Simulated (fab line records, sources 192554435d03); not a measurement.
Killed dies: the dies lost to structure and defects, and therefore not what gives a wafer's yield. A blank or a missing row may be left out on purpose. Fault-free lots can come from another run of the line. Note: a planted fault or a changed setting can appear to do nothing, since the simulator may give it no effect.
Split-lot experiment :: flow n5-finfet :: 7 lots, 21 wafers read, on a route of 1938 steps

## THE SPLIT
At N5_DUMMY_GATE_COAT_28 (time 60 s, resist thk 10 nm), the setting spin-rpm was moved away from the recipe's 1500 rpm on 9 of the 21 wafers read, by -8.9% to +9.5%. This setting was run at the recipe's value on the other wafers.

The reading comes from the split's own step.

## THE READING
underlayer_of_DUMMY_GATE_COAT_28.thk-nm (the simulator's own value, which no gauge read), in nm, at N5_DUMMY_GATE_COAT_28 (time 60 s, resist thk 10 nm). No usual value for it is given in the file.

wafer: L075.2
tool, chamber at the split: litho-track-04, 0
spin-rpm as run, rpm: 1500
against the recipe: recipe
underlayer_of_DUMMY_GATE_COAT_28.thk-nm, nm: 10
against lot-mates on the recipe: -

wafer: L075.6
tool, chamber at the split: litho-track-04, 0
spin-rpm as run, rpm: 1500
against the recipe: recipe
underlayer_of_DUMMY_GATE_COAT_28.thk-nm, nm: 10
against lot-mates on the recipe: -

wafer: L075.5
tool, chamber at the split: litho-track-04, 0
spin-rpm as run, rpm: 1642
against the recipe: +9.5%
underlayer_of_DUMMY_GATE_COAT_28.thk-nm, nm: 9.6
against lot-mates on the recipe: -0.4

wafer: L080.1
tool, chamber at the split: litho-track-01, 0
spin-rpm as run, rpm: 1500
against the recipe: recipe
underlayer_of_DUMMY_GATE_COAT_28.thk-nm, nm: 10
against lot-mates on the recipe: -

wafer: L080.2
tool, chamber at the split: litho-track-01, 0
spin-rpm as run, rpm: 1500
against the recipe: recipe
underlayer_of_DUMMY_GATE_COAT_28.thk-nm, nm: 10
against lot-mates on the recipe: -

wafer: L080.3
tool, chamber at the split: litho-track-01, 0
spin-rpm as run, rpm: 1500
against the recipe: recipe
underlayer_of_DUMMY_GATE_COAT_28.thk-nm, nm: 10
against lot-mates on the recipe: -

wafer: L083.1
tool, chamber at the split: litho-track-01, 0
spin-rpm as run, rpm: 1411
against the recipe: -5.9%
underlayer_of_DUMMY_GATE_COAT_28.thk-nm, nm: 10.4
against lot-mates on the recipe: +0.4

wafer: L083.6
tool, chamber at the split: litho-track-01, 0
spin-rpm as run, rpm: 1411
against the recipe: -5.9%
underlayer_of_DUMMY_GATE_COAT_28.thk-nm, nm: 10.4
against lot-mates on the recipe: +0.4

wafer: L083.4
tool, chamber at the split: litho-track-01, 0
spin-rpm as run, rpm: 1500
against the recipe: recipe
underlayer_of_DUMMY_GATE_COAT_28.thk-nm, nm: 10
against lot-mates on the recipe: -

wafer: L086.2
tool, chamber at the split: litho-track-04, 0
spin-rpm as run, rpm: 1586
against the recipe: +5.7%
underlayer_of_DUMMY_GATE_COAT_28.thk-nm, nm: 9.8
against lot-mates on the recipe: -0.2

wafer: L086.3
tool, chamber at the split: litho-track-04, 0
spin-rpm as run, rpm: 1586
against the recipe: +5.7%
underlayer_of_DUMMY_GATE_COAT_28.thk-nm, nm: 9.8
against lot-mates on the recipe: -0.2

wafer: L086.4
tool, chamber at the split: litho-track-04, 0
spin-rpm as run, rpm: 1500
against the recipe: recipe
underlayer_of_DUMMY_GATE_COAT_28.thk-nm, nm: 10
against lot-mates on the recipe: -

wafer: L087.2
tool, chamber at the split: litho-track-04, 0
spin-rpm as run, rpm: 1500
against the recipe: recipe
underlayer_of_DUMMY_GATE_COAT_28.thk-nm, nm: 10
against lot-mates on the recipe: -

wafer: L087.3
tool, chamber at the split: litho-track-04, 0
spin-rpm as run, rpm: 1366
against the recipe: -8.9%
underlayer_of_DUMMY_GATE_COAT_28.thk-nm, nm: 10.6
against lot-mates on the recipe: +0.6

wafer: L087.4
tool, chamber at the split: litho-track-04, 0
spin-rpm as run, rpm: 1366
against the recipe: -8.9%
underlayer_of_DUMMY_GATE_COAT_28.thk-nm, nm: 10.6
against lot-mates on the recipe: +0.6

wafer: L088.1
tool, chamber at the split: litho-track-01, 0
spin-rpm as run, rpm: 1500
against the recipe: recipe
underlayer_of_DUMMY_GATE_COAT_28.thk-nm, nm: 10
against lot-mates on the recipe: -

wafer: L088.5
tool, chamber at the split: litho-track-01, 0
spin-rpm as run, rpm: 1500
against the recipe: recipe
underlayer_of_DUMMY_GATE_COAT_28.thk-nm, nm: 10
against lot-mates on the recipe: -

wafer: L088.4
tool, chamber at the split: litho-track-01, 0
spin-rpm as run, rpm: 1544
against the recipe: +2.9%
underlayer_of_DUMMY_GATE_COAT_28.thk-nm, nm: 9.8
against lot-mates on the recipe: -0.2

wafer: L096.2
tool, chamber at the split: litho-track-04, 0
spin-rpm as run, rpm: 1500
against the recipe: recipe
underlayer_of_DUMMY_GATE_COAT_28.thk-nm, nm: 10
against lot-mates on the recipe: -

wafer: L096.6
tool, chamber at the split: litho-track-04, 0
spin-rpm as run, rpm: 1500
against the recipe: recipe
underlayer_of_DUMMY_GATE_COAT_28.thk-nm, nm: 10
against lot-mates on the recipe: -

wafer: L096.4
tool, chamber at the split: litho-track-04, 0
spin-rpm as run, rpm: 1610
against the recipe: +7.3%
underlayer_of_DUMMY_GATE_COAT_28.thk-nm, nm: 9.8
against lot-mates on the recipe: -0.2

FIT RESULTS
A straight line over all 21 wafers: underlayer_of_DUMMY_GATE_COAT_28.thk-nm changes by -0.0528 nm for each +1% of spin-rpm; r = -0.97; the points scatter about the line by 0.065 nm.
The same after taking each lot's own level away (the mean of its wafers on the recipe; 21 wafers): -0.0528 nm for each +1%; r = -0.97; scatter 0.065 nm.
Per that fit: largest spin-rpm move, reading shift of 0.5 nm.
The lots' own levels span 10.00 to 10.00 nm.
The two slopes agree, so the slope changes little with the lot-to-lot level.
Check: -0.477 nm against its lot-mates is what the line predicts for one of the wafers moved furthest among these (+9.5%) when that wafer is left out of the fit. It came out at -0.4 nm against them.

## THE OTHER SPLITS THESE WAFERS WENT THROUGH
Note: prior to the reading, these wafers also went through further splits. Each is held against what the fit with the lots' levels taken away leaves over:
other split on the same wafers: N5_ZERO_LAYER_PECVD_02 time-s
wafers away from the commonest value: 4
r with underlayer_of_DUMMY_GATE_COAT_28.thk-nm (lot level and that fit taken away): +0.27

other split on the same wafers: N5_ZERO_LAYER_COAT_05 spin-rpm
wafers away from the commonest value: 2
r with underlayer_of_DUMMY_GATE_COAT_28.thk-nm (lot level and that fit taken away): -0.22

other split on the same wafers: N5_WELL_APT_COAT_02 spin-rpm
wafers away from the commonest value: 8
r with underlayer_of_DUMMY_GATE_COAT_28.thk-nm (lot level and that fit taken away): -0.22

other split on the same wafers: N5_FIN_SAQP_PECVD_47 time-s
wafers away from the commonest value: 9
r with underlayer_of_DUMMY_GATE_COAT_28.thk-nm (lot level and that fit taken away): +0.10

other split on the same wafers: N5_FIN_SAQP_DEVELOP_15 develop-time-s
wafers away from the commonest value: 8
r with underlayer_of_DUMMY_GATE_COAT_28.thk-nm (lot level and that fit taken away): +0.53

other split on the same wafers: N5_DUMMY_GATE_COAT_35 spin-rpm
wafers away from the commonest value: 7
r with underlayer_of_DUMMY_GATE_COAT_28.thk-nm (lot level and that fit taken away): -0.38

## FILE'S OWN FIT
underlayer_of_DUMMY_GATE_COAT_28.thk-nm changes by -0.0491 nm for each +1% of spin-rpm, r = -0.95.
